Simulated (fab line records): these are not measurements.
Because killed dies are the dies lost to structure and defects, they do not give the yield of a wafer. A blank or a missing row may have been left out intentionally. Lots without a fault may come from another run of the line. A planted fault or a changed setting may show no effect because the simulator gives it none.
Chamber matching | flow n5 finfet | N5_BEOL_M4_VIA_ETCH_34 on rie diel-01: 4 sister chambers
The step etches the open film in C4F6/O2, target depth 69.4 nm, time 65.9 s. 20 wafers are shown with their chamber, then 10 later ones without.

WAFERS WITH THEIR CHAMBER
wafer  | chamber | drypump motor current A (A) | throttle valve pct (%) | showerhead plenum p Torr (Torr)
L078.1 | 1       | 5.0                         | 31.4                   | 2.73
L078.3 | 0       | 4.7                         | 30.2                   | 2.79
L078.5 | 3       | 5.4                         | 30.8                   | 2.78
L077.2 | 0       | 4.7                         | 30.2                   | 2.79
L077.3 | 1       | 5.0                         | 31.4                   | 2.73
L077.4 | 2       | 6.2                         | 30.8                   | 2.92
L080.2 | 1       | 5.0                         | 31.4                   | 2.73
L080.4 | 3       | 5.3                         | 30.9                   | 2.78
L080.5 | 2       | 6.2                         | 30.8                   | 2.91
L081.1 | 2       | 6.2                         | 30.8                   | 2.91
L081.5 | 0       | 4.7                         | 30.2                   | 2.79
L081.6 | 3       | 5.3                         | 30.9                   | 2.78
L083.2 | 3       | 5.4                         | 30.9                   | 2.78
L083.4 | 0       | 4.7                         | 30.2                   | 2.79
L083.6 | 1       | 5.0                         | 31.4                   | 2.72
L088.3 | 0       | 4.7                         | 30.2                   | 2.78
L088.4 | 2       | 6.2                         | 30.8                   | 2.90
L088.6 | 1       | 5.0                         | 31.4                   | 2.72
L092.1 | 2       | 6.2                         | 30.8                   | 2.90
L092.2 | 1       | 5.0                         | 31.4                   | 2.71

SIGNATURES, as means of the wafers listed above
reading                  | chamber 0 | chamber 1 | chamber 2 | chamber 3 | scatter within a chamber
drypump motor current A  | 4.700     | 5.000     | 6.200     | 5.350     | 0.025
throttle valve pct       | 30.200    | 31.400    | 30.800    | 30.875    | 0.0217
showerhead plenum p Torr | 2.7880    | 2.7233    | 2.9080    | 2.7800    | 0.00658
Rule: for each reading, subtract the chamber's mean from the wafer's reading, divide by that reading's scatter and square the result; add these up over the readings and take the root, which gives the wafer's distance from the chamber. If the next closest chamber is less than 2 further off than the closest, the wafer can't be placed; otherwise it belongs to the closest. How the scatter is found: for the shown wafers, subtract from each reading the mean of its chamber, square and add these, divide the total by (wafers less chambers), then take the root.

WAFERS WITHOUT THEIR CHAMBER
wafer  | drypump motor current A (A) | throttle valve pct (%) | showerhead plenum p Torr (Torr)
L092.5 | 6.2                         | 30.8                   | 2.90
L091.1 | 6.2                         | 30.8                   | 2.90
L091.4 | 6.2                         | 30.8                   | 2.90
L091.5 | 4.7                         | 30.3                   | 2.78
L096.1 | 5.4                         | 30.9                   | 2.76
L096.4 | 4.7                         | 30.3                   | 2.77
L096.5 | 4.7                         | 30.3                   | 2.77
L097.2 | 5.4                         | 30.9                   | 2.76
L097.4 | 5.0                         | 31.4                   | 2.71
L097.5 | 6.2                         | 30.8                   | 2.89

WHICH CHAMBER EACH WENT THROUGH
wafer  | from the rows above | in truth
L092.5 | 2                   | 2
L091.1 | 2                   | 2
L091.4 | 2                   | 2
L091.5 | 0                   | 0
L096.1 | 3                   | 3
L096.4 | 0                   | 0
L096.5 | 0                   | 0
L097.2 | 3                   | 3
L097.4 | 1                   | 1
L097.5 | 2                   | 2
Correct placement for 10 of the 10. Can't be placed from these rows: 0. 0 placed wrongly.
